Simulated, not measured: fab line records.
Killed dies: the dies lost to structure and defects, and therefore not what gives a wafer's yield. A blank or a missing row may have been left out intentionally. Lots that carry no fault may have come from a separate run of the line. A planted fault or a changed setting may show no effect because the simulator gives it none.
Code-filled problem report in 8D (eight disciplines) form :: flow nand_harc :: the parts of the form that need people (team, actions taken, sign-off) are left out

## 1. WHAT WENT WRONG
At NHARC_END_SORT_01, killed_at_array averages 564 over 2 wafers from 2 lots, while fault-free wafers read 29, standard deviation 11. That puts it +49 standard deviations away from the usual mean.
First observed at day 26 23:06: wafer L392.1, on prober-02. Wafers with a number at this step in the record: 9, from 3 lots. Rule for "out", or "out of limits": more than 4 standard deviations from the usual mean. The other wafers with a number count as sound.

## 2. WHAT THIS IS AND IS NOT
question: which readings at this step
is: killed_at_array, killed_dies
is not: killed_at_other, killed_at_periphery, killed_open, killed_short

question: which lots
is: L392, L396
is not: L393

question: which wafers of those lots
is: L392.1, L396.2
is not: L392.2, L392.6, L396.4, L396.5

question: read on which gauges
is: prober-01, prober-02
is not: -

question: when
is: from day 26 23:06
is not: up to then (0 sound wafers); but 7 sound wafers of L392, L393, L396 came after

## 3. WHAT RULES OUT EACH SUSPECT
Counting: if a tool at a process step up to the reading ran every lot that is out, it stays a suspect. Sound lots after the first of them don't rule it out here, since some wafers of a struck lot are sound.
- the gauge at NHARC_END_SORT_01 has been ruled out. The wafers that are out were read on 2 gauges (prober-01, prober-02).
- rie_diel-06 at NHARC_A_CONTACT_ETCH_77 (etches the open film in CF4/CHF3, target depth 72.6 nm, time 36.3 s): kept. It ran every lot that is out, first L392 (day 22 13:25). With no start given for some of its lots, NHARC_A_CONTACT_ETCH_77 uses the hours and lot order of NHARC_A_CONTACT_ETCH_78.
- rie_diel-06 at NHARC_A_CONTACT_ETCH_78 (etches the open film in O2/COS, target depth 2800 nm, time 728 s): kept. It ran every lot that is out, first L392 (day 22 13:25). On those wafers its own readings are out: oes_product_au.
- har_cap_etch-03 at NHARC_A_CONTACT_ETCH_128 (etches the open film in C4F8/O2/Ar, time 155 s, target depth 956 nm): kept. It ran every lot that is out, first L392 (day 22 14:34).
- har_cap_etch-03 at NHARC_A_CONTACT_ETCH_132 (etches the open film in C4F8/O2/Ar, time 156 s, target depth 958 nm): kept. It ran every lot that is out, first L392 (day 22 15:07).
- At NHARC_A_CONTACT_ETCH_77, inside rie_diel-06: chamber 1 took the wafers that are out, while their sound lot-mates went through chambers 0, 2, 3.
- At NHARC_A_CONTACT_ETCH_78, inside rie_diel-06: chamber 0 took the wafers that are out, while their sound lot-mates went through chambers 2, 3.
Left after counting: rie_diel-06 at NHARC_A_CONTACT_ETCH_77, rie_diel-06 at NHARC_A_CONTACT_ETCH_78, har_cap_etch-03 at NHARC_A_CONTACT_ETCH_128, har_cap_etch-03 at NHARC_A_CONTACT_ETCH_132.

## 4. THE CAUSE (what the simulator had put in)
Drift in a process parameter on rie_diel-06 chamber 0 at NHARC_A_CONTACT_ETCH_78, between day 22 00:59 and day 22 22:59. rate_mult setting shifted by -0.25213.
After counting, 4 suspects remain, this tool included.

## 5. THE EFFECT CHAIN, in route order
Each row: a reading whose mean over the struck wafers that have a number lies more than 3 standard deviations from the usual. Only readings whose record carries a usual standard deviation are examined. hours: median over the lots of the time between each lot's start at the first step of this table that gives one and its start at this step. sigmas: the change, counted in usual standard deviations.
hours: 0
step: NHARC_A_CONTACT_ETCH_78
reading: oes_product_au
usual: 0.997 a.u.
on struck wafers: 0.838
change: -0.159
sigmas: -20

hours: 106
step: NHARC_END_SORT_01
reading: killed_at_array
usual: 29
on struck wafers: 564
change: +535
sigmas: +49

hours: 106
step: NHARC_END_SORT_01
reading: killed_dies
usual: 33
on struck wafers: 566
change: +534
sigmas: +44
Process steps it contains:
- NHARC_A_CONTACT_ETCH_78: etches the open film in O2/COS, target depth 2800 nm, time 728 s.

## 6. HOW IT WOULD HAVE BEEN CAUGHT EARLIER
118 hours passed between the start of the fault at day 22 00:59 and the first reading out of limits at a measuring or inspecting step in this record, taken at day 26 23:06.
At NHARC_A_CONTACT_ETCH_78, the tool's own readings (oes_product_au) were out on each struck wafer the step has a row for, so an alarm limit on them would have fired on the first such wafer.
By day 26 23:06 the whole set of lots that are out, 2 in number, had already begun NHARC_A_CONTACT_ETCH_78 on rie_diel-06. None of them would have been spared by holding the tool at that moment.
